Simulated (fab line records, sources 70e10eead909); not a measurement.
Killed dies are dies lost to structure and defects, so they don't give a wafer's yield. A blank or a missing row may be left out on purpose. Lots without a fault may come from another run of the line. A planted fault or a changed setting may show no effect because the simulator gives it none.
Tool commonality check | flow nand_harc | 3 lots, 9 wafers sampled

WHY IT WAS OPENED
At NHARC_END_SORT_01 the reading sort_bin_3_pct is flagged on 2 of 3 lots. Wafers without a fault read 0.27 %, standard deviation 0.22.
Rule: a lot is flagged when every wafer of it that has a number lies more than 4 standard deviations from that mean, or none has a number. The other lots count as sound.

lot  | measured     | on        | sort_bin_3_pct (%), wafer by wafer | flag
L637 | day 22 01:38 | prober-02 | 0.15 0.44 0.15                     |
L639 | day 22 14:59 | prober-01 | 2.95 2.22 2.66                     | FLAGGED
L644 | day 23 20:14 | prober-01 | 1.18 1.77 2.95                     | FLAGGED
The numbers of the flagged lots are 2.29 % on average: +2.02 % against the usual, or +9 standard deviations.

WHICH TOOL RAN EACH LOT
The record holds 4 process steps before the reading, out of a route of 1159 steps. In each cell: the tool, then ch and the chambers that the sampled wafers went through, then the start.
lot  | flag    | NHARC_A_M1_STRIP_18                | NHARC_A_BONDPAD_DEP_00          | NHARC_A_BONDPAD_CMP_29        | NHARC_THIN_TSV_DEP_43
L637 |         | rie_diel-05 ch 0,1,3, day 20 09:50 | pecvd-03 ch 0,1,2, day 20 13:03 | cmp-03 ch 0,1,3, day 20 13:26 | pecvd-04 ch 0,1, day 21 09:58
L639 | FLAGGED | rie_diel-05 ch 0,1, day 21 00:59   | pecvd-02 ch 0,1, day 21 04:20   | cmp-01 ch 2,3, day 21 04:43   | pecvd-02 ch 0,1, day 21 22:53
L644 | FLAGGED | rie_diel-05 ch 2,3, day 22 09:30   | pecvd-01 ch 1,2, day 22 12:50   | cmp-01 ch 0,1, day 22 13:14   | pecvd-03 ch 0,1, day 23 04:35
What these steps do:
- NHARC_A_M1_STRIP_18: strips in N2/H2.
- NHARC_A_BONDPAD_DEP_00: deposits SiCN, target thk 250 nm.
- NHARC_A_BONDPAD_CMP_29: polishes SiCN, target thk 200 nm.
- NHARC_THIN_TSV_DEP_43: deposits SiO2, target thk 1328.5 nm.
- NHARC_END_SORT_01

FLAGGED OVER TOTAL, TOOL BY TOOL (the gauges that took the reading come last)
step                   | tool        | lots run | flagged | share of the flagged lots | sound lots run after its first flagged lot
NHARC_A_M1_STRIP_18    | rie_diel-05 | 3        | 2       | all                       | 0
NHARC_A_BONDPAD_DEP_00 | pecvd-01    | 1        | 1       | some                      | 0
NHARC_A_BONDPAD_DEP_00 | pecvd-02    | 1        | 1       | some                      | 0
NHARC_A_BONDPAD_DEP_00 | pecvd-03    | 1        | 0       | none                      | -
NHARC_A_BONDPAD_CMP_29 | cmp-01      | 2        | 2       | all                       | 0
NHARC_A_BONDPAD_CMP_29 | cmp-03      | 1        | 0       | none                      | -
NHARC_THIN_TSV_DEP_43  | pecvd-02    | 1        | 1       | some                      | 0
NHARC_THIN_TSV_DEP_43  | pecvd-03    | 1        | 1       | some                      | 0
NHARC_THIN_TSV_DEP_43  | pecvd-04    | 1        | 0       | none                      | -
NHARC_END_SORT_01      | prober-01   | 2        | 2       | all                       | 0
NHARC_END_SORT_01      | prober-02   | 1        | 0       | none                      | -

WHAT THE TABLE ALLOWS
3 rows of the table ran every flagged lot: rie_diel-05 at NHARC_A_M1_STRIP_18, cmp-01 at NHARC_A_BONDPAD_CMP_29, prober-01 at NHARC_END_SORT_01.
- rie_diel-05 at NHARC_A_M1_STRIP_18: 2 of its 3 lots flagged. Its last sound lot is L637 (day 20 09:50), its first flagged lot L639 (day 21 00:59): a fault that began between those two fits.
- cmp-01 at NHARC_A_BONDPAD_CMP_29: 2 of its 2 lots flagged. It ran no sound lot before its first flagged lot in this sample, so the start can't be narrowed down.
- prober-01 at NHARC_END_SORT_01: 2 of its 2 lots flagged. It ran no sound lot before its first flagged lot in this sample, so the start can't be narrowed down.
Counting lots can't tell these 3 tools apart, because each fits a fault that began at some hour. More lots, or a look at what each step does to the wafer, might.

WHAT THE SIMULATOR HAD PUT IN
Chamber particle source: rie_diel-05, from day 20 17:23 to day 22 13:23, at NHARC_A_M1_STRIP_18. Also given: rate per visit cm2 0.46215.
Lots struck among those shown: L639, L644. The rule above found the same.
